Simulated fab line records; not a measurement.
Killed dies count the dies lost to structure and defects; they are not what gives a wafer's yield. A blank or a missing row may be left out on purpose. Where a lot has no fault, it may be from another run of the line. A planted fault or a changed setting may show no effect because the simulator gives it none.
Chamber matching ; flow nand harc ; pecvd-01 running NHARC_A_STAIRCASE_DEP_325: 3 sister chambers
The step deposits SiO2, target thk 3800 nm. 3 wafers are shown with their chamber, then 8 later ones without.

== WAFERS, EACH WITH ITS CHAMBER ==
wafer;chamber;heater power w (W)
L086.4;0;706
L086.6;1;496
L088.2;2;553

== WAFERS WHOSE CHAMBER IS MISSING ==
wafer;heater power w (W)
L088.3;832
L088.6;719
L093.1;791
L093.2;614
L093.6;507
L092.1;844
L092.3;624
L092.4;512

== EACH ONE'S CHAMBER ==
wafer;from the rows above;in truth
L088.3;can't be placed: 0 or 2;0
L088.6;can't be placed: 0 or 2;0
L093.1;can't be placed: 0 or 2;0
L093.2;can't be placed: 2 or 0 or 1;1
L093.6;can't be placed: 1 or 2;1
L092.1;can't be placed: 0 or 2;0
L092.3;can't be placed: 2 or 0 or 1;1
L092.4;can't be placed: 1 or 2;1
0 of 8 placed correctly. Cannot be placed on the basis of these rows: 8; the candidates contain the true chamber in 8. Number placed wrongly: 0.
How it was worked out, from the rows above alone: a wafer's distance from a chamber is the root of the sum, over the readings, of the square of ((its reading less the chamber's mean) divided by the reading's scatter). If the next closest chamber is less than 2 further off than the closest, the wafer can't be placed; otherwise it belongs to the closest. A chamber's mean is the mean of its shown wafers. The scatter: root of mean squared gap, hidden wafer to nearest shown wafer, with one shown wafer a chamber.
